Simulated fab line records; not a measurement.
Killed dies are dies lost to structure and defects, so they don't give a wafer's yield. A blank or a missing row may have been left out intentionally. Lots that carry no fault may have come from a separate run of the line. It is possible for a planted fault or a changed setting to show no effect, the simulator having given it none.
One fault through the eyes of 3 desks | flow n5 finfet | only its own numbers are on each desk; what lay behind them is given at the end

## FOR THE TOOL OWNER'S DESK: pecvd-03
The tool's own readings at N5_BEOL_M1_PECVD_72 (deposits SiO2 from TEOS/O2, target thk 16 nm, time 18 s): means of the sampled wafers that have a number, for each lot that ran on this tool. Any lot whose mean is over 4 standard deviations away from the usual mean is out of limits and marked OUT; that distance is given in the brackets.
Columns: A = heater power w at N5_BEOL_M1_PECVD_72, usual 736 W; B = showerhead plenum p Torr at N5_BEOL_M1_PECVD_72, usual 8.78 Torr; C = showerhead vpp V at N5_BEOL_M1_PECVD_72, usual 1302 V; D = throttle valve pct at N5_BEOL_M1_PECVD_72, usual 22.1 %
lot  | first seen here | A   | B    | C    | D
L510 | day 7 01:08     | 691 | 8.83 | 1317 | 22.4
L509 | day 7 02:01     | 701 | 8.79 | 1298 | 22.3
L515 | day 8 03:58     | 637 | 8.80 | 1297 | 22.4
L516 | day 8 07:34     | 720 | 8.80 | 1326 | 22.4
L527 | day 11 07:32    | 624 | 8.76 | 1280 | 22.0
Result from this desk: across the 5 lots, nothing is out of limits.

## THE DEFECT DESK
Counts from the inspections along the route, per lot, as means over the sampled wafers that have a number. Any lot whose mean is over 4 standard deviations away from the usual mean is out of limits and marked OUT; that distance is given in the brackets.
Columns: A = raw defect count at N5_BEOL_M1_INSPECT_13, usual 402
lot  | first seen here | A
L506 | day 6 17:53     | 438
L508 | day 6 19:34     | 437
L510 | day 7 01:53     | 339
L509 | day 7 02:33     | 449
L515 | day 8 04:49     | 714
L516 | day 8 08:13     | 1168 (+9.5) OUT
L525 | day 10 19:54    | 360
L526 | day 11 03:31    | 351
L527 | day 11 09:34    | 384
Finding of this desk: L516 out of limits; the first was L516 at day 8 08:13, on raw defect count at N5_BEOL_M1_INSPECT_13. L506, L508, L510, L509, L515, L525, L526, L527: within limits.

## THE METROLOGY DESK
What the gauges read for every lot (on any tool): the sampled wafers with a number, averaged. Any lot whose mean is over 4 standard deviations away from the usual mean is out of limits and marked OUT; that distance is given in the brackets. Readings shown: 7 of its 12, picked as those furthest out on some lot.
Columns: A = M0_RS at N5_BEOL_M0_RS_MEAS_126, usual 0.536 ohm/sq; B = cd nm at N5_BEOL_M1_CD_MEAS_18, usual 18.1 nm; C = DIBL_P at N5_BEOL_M4_RC_MEAS_101, usual 36.2 mV/V; D = IOFF_P at N5_BEOL_M4_RC_MEAS_101, usual 0.21 nA/um; E = SS_N at N5_BEOL_M4_RC_MEAS_101, usual 71.4 mV/dec; F = VT_N at N5_BEOL_M4_RC_MEAS_101, usual 250.2 mV; G = VT_P at N5_BEOL_M4_RC_MEAS_101, usual -251 mV
lot  | first seen here | A     | B    | C    | D    | E    | F     | G
L506 | day 6 16:58     | 0.533 | 18.4 | 35.5 | 0.26 | 71.0 | 250.7 | -243
L508 | day 6 18:44     | 0.525 | 18.2 | 37.6 | 0.23 | 71.9 | 247.9 | -251
L510 | day 7 00:58     | 0.510 | 18.1 | 37.4 | 0.21 | 71.7 | 249.7 | -248
L509 | day 7 01:50     | 0.544 | 18.5 | 34.3 | 0.18 | 70.7 | 252.4 | -254
L515 | day 8 03:49     | 0.543 | 17.9 | 35.6 | 0.20 | 71.6 | 249.9 | -252
L516 | day 8 07:22     | 0.547 | 18.5 | 36.3 | 0.19 | 71.6 | 249.3 | -253
L525 | day 10 17:25    | 0.522 | 18.3 | 33.5 | 0.19 | 70.7 | 255.1 | -252
L526 | day 10 23:14    | 0.544 | 18.0 | 37.1 | 0.20 | 71.4 | 247.9 | -250
L527 | day 11 07:23    | 0.542 | 17.8 | 37.1 | 0.26 | 71.2 | 247.3 | -243
Result from this desk: across the 9 lots, nothing is out of limits.

## TAKEN TOGETHER
The defect desk could have raised an alarm at day 8 08:13, on L516.
Nothing out of limits was seen by the tool owner's desk.
The metrology desk saw nothing out of limits.
On record at the tool owner's desk: L516, within its limits.
The metrology desk has L516 on record, within its limits.
Of the lots named, all ran N5_BEOL_M1_PECVD_72 on pecvd-03.

## WHAT HAD BEEN PUT IN BY THE SIMULATOR
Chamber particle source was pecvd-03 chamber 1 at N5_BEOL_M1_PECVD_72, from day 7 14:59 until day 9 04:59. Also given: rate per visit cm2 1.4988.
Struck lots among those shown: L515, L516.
Hours from the fault's start to each desk's first reading out of limits: the defect desk, 17.
